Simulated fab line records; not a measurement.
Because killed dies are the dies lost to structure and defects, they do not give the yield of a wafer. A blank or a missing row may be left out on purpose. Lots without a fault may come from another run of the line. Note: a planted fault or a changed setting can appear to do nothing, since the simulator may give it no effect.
Matching of chambers / flow nand-harc / NHARC_A_WL_FILL_ALD_02 on ald-metal-01: 4 sister chambers
The step deposits TiN, target thk 2 nm, pulse time 3 s, ald cycles 100. 14 wafers are shown with their chamber, then 7 later ones without.

## WAFERS, EACH WITH ITS CHAMBER
wafer=L270.1; chamber=3; heater-power-w (W)=968; precursor-pulse-height-rel=0.967; susceptor-temp-C (C)=450.23
wafer=L270.2; chamber=1; heater-power-w (W)=1248; precursor-pulse-height-rel=1.014; susceptor-temp-C (C)=449.88
wafer=L270.5; chamber=2; heater-power-w (W)=1076; precursor-pulse-height-rel=1.013; susceptor-temp-C (C)=450.16
wafer=L272.2; chamber=1; heater-power-w (W)=1230; precursor-pulse-height-rel=0.973; susceptor-temp-C (C)=450.13
wafer=L272.5; chamber=3; heater-power-w (W)=964; precursor-pulse-height-rel=1.023; susceptor-temp-C (C)=449.89
wafer=L272.6; chamber=2; heater-power-w (W)=1079; precursor-pulse-height-rel=1.021; susceptor-temp-C (C)=450.42
wafer=L280.2; chamber=3; heater-power-w (W)=976; precursor-pulse-height-rel=0.989; susceptor-temp-C (C)=449.82
wafer=L280.4; chamber=2; heater-power-w (W)=1081; precursor-pulse-height-rel=1.001; susceptor-temp-C (C)=449.97
wafer=L280.5; chamber=0; heater-power-w (W)=950; precursor-pulse-height-rel=1.027; susceptor-temp-C (C)=449.83
wafer=L285.1; chamber=0; heater-power-w (W)=923; precursor-pulse-height-rel=0.965; susceptor-temp-C (C)=450.16
wafer=L285.3; chamber=1; heater-power-w (W)=1253; precursor-pulse-height-rel=0.992; susceptor-temp-C (C)=450.18
wafer=L285.5; chamber=1; heater-power-w (W)=1267; precursor-pulse-height-rel=1.033; susceptor-temp-C (C)=450.27
wafer=L283.1; chamber=3; heater-power-w (W)=946; precursor-pulse-height-rel=0.965; susceptor-temp-C (C)=450.20
wafer=L283.4; chamber=1; heater-power-w (W)=1279; precursor-pulse-height-rel=0.991; susceptor-temp-C (C)=449.39

SIGNATURES, as means of the wafers listed above
reading=heater-power-w; chamber 0=936.50; chamber 1=1255.40; chamber 2=1078.67; chamber 3=963.50; scatter within a chamber=15
reading=precursor-pulse-height-rel; chamber 0=0.99600; chamber 1=1.00060; chamber 2=1.01167; chamber 3=0.98600; scatter within a chamber=0.0254
reading=susceptor-temp-C; chamber 0=449.9950; chamber 1=449.9700; chamber 2=450.1833; chamber 3=450.0350; scatter within a chamber=0.282
Rule: a wafer's distance from a chamber is the root of the sum, over the readings, of the square of ((its reading less the chamber's mean) divided by the reading's scatter). If the next closest chamber is less than 2 further off than the closest, the wafer can't be placed; otherwise it belongs to the closest. How the scatter is found: for the shown wafers, subtract from each reading the mean of its chamber, square and add these, divide the total by (wafers less chambers), then take the root.

## WAFERS WITHOUT THEIR CHAMBER
wafer=L283.5; heater-power-w (W)=924; precursor-pulse-height-rel=0.964; susceptor-temp-C (C)=449.64
wafer=L288.1; heater-power-w (W)=1270; precursor-pulse-height-rel=0.991; susceptor-temp-C (C)=449.71
wafer=L288.3; heater-power-w (W)=1048; precursor-pulse-height-rel=1.007; susceptor-temp-C (C)=450.10
wafer=L288.5; heater-power-w (W)=960; precursor-pulse-height-rel=0.961; susceptor-temp-C (C)=449.52
wafer=L290.1; heater-power-w (W)=934; precursor-pulse-height-rel=1.000; susceptor-temp-C (C)=450.45
wafer=L290.4; heater-power-w (W)=1264; precursor-pulse-height-rel=0.987; susceptor-temp-C (C)=450.03
wafer=L290.5; heater-power-w (W)=1266; precursor-pulse-height-rel=0.978; susceptor-temp-C (C)=449.89

## WHICH CHAMBER EACH WENT THROUGH
wafer=L283.5; from the rows above=can't be placed: 0 or 3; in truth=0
wafer=L288.1; from the rows above=1; in truth=1
wafer=L288.3; from the rows above=2; in truth=2
wafer=L288.5; from the rows above=can't be placed: 3 or 0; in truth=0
wafer=L290.1; from the rows above=can't be placed: 0 or 3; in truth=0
wafer=L290.4; from the rows above=1; in truth=1
wafer=L290.5; from the rows above=1; in truth=1
4 of 7 placed correctly. Unplaceable from these rows: 3, with the true chamber sitting among the candidates in 3. Number placed wrongly: 0.
